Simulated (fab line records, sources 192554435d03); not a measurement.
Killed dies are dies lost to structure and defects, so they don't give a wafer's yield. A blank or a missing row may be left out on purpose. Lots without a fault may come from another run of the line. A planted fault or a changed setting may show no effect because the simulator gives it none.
Chamber matching | flow n5_finfet | N5_BEOL_M2_DESCUM_16 on rie_diel-01: 4 sister chambers
The step chemistry O2, time 7 s. 18 wafers are shown with their chamber, then 9 later ones without.

WAFERS WITH THEIR CHAMBER
wafer  | chamber | drypump_motor_current_A (A) | showerhead_plenum_p_Torr (Torr) | throttle_valve_pct (%)
L076.2 | 3       | 4.8                         | 2.08                            | 20.37
L076.5 | 1       | 4.7                         | 2.16                            | 20.53
L076.6 | 3       | 4.9                         | 2.08                            | 20.39
L079.1 | 2       | 6.3                         | 2.04                            | 20.41
L079.4 | 3       | 4.9                         | 2.07                            | 20.39
L079.5 | 0       | 4.9                         | 2.05                            | 20.22
L084.2 | 0       | 4.9                         | 2.05                            | 20.25
L084.3 | 1       | 4.7                         | 2.15                            | 20.55
L084.6 | 0       | 4.9                         | 2.05                            | 20.24
L086.1 | 2       | 6.3                         | 2.04                            | 20.45
L086.2 | 0       | 4.9                         | 2.05                            | 20.25
L086.5 | 1       | 4.7                         | 2.15                            | 20.56
L089.2 | 0       | 4.9                         | 2.04                            | 20.25
L089.5 | 0       | 4.9                         | 2.04                            | 20.27
L089.6 | 1       | 4.7                         | 2.15                            | 20.56
L093.3 | 0       | 4.9                         | 2.04                            | 20.28
L093.5 | 1       | 4.7                         | 2.15                            | 20.57
L093.6 | 2       | 6.3                         | 2.03                            | 20.12

SIGNATURES (means of the wafers above)
reading                  | chamber 0 | chamber 1 | chamber 2 | chamber 3 | scatter within a chamber
drypump_motor_current_A  | 4.900     | 4.700     | 6.300     | 4.867     | 0.0218
showerhead_plenum_p_Torr | 2.0457    | 2.1520    | 2.0367    | 2.0767    | 0.00524
throttle_valve_pct       | 20.2514   | 20.5540   | 20.3267   | 20.3833   | 0.0699
Rule: a wafer's distance from a chamber is the root of the sum, over the readings, of the square of ((its reading less the chamber's mean) divided by the reading's scatter). The wafer belongs to the nearest chamber; if the next one is less than 2 further off, it can't be placed. The scatter: the root of (the sum of the squares of (reading less its chamber's mean) over the shown wafers, divided by (wafers less chambers)).

WAFERS WITHOUT THEIR CHAMBER
wafer  | drypump_motor_current_A (A) | showerhead_plenum_p_Torr (Torr) | throttle_valve_pct (%)
L094.1 | 6.3                         | 2.03                            | 20.13
L094.3 | 4.9                         | 2.04                            | 20.27
L094.5 | 6.3                         | 2.03                            | 20.10
L096.3 | 4.9                         | 2.04                            | 20.28
L096.5 | 4.9                         | 2.04                            | 20.28
L096.6 | 4.7                         | 2.14                            | 20.58
L095.3 | 4.9                         | 2.04                            | 20.30
L095.4 | 6.3                         | 2.03                            | 20.13
L095.5 | 6.3                         | 2.03                            | 20.11

WHICH CHAMBER EACH WENT THROUGH
wafer  | from the rows above | in truth
L094.1 | 2                   | 2
L094.3 | 0                   | 0
L094.5 | 2                   | 2
L096.3 | 0                   | 0
L096.5 | 0                   | 0
L096.6 | 1                   | 1
L095.3 | 0                   | 0
L095.4 | 2                   | 2
L095.5 | 2                   | 2
Placed correctly: 9 of 9. Can't be placed from these rows: 0. Placed wrongly: 0.
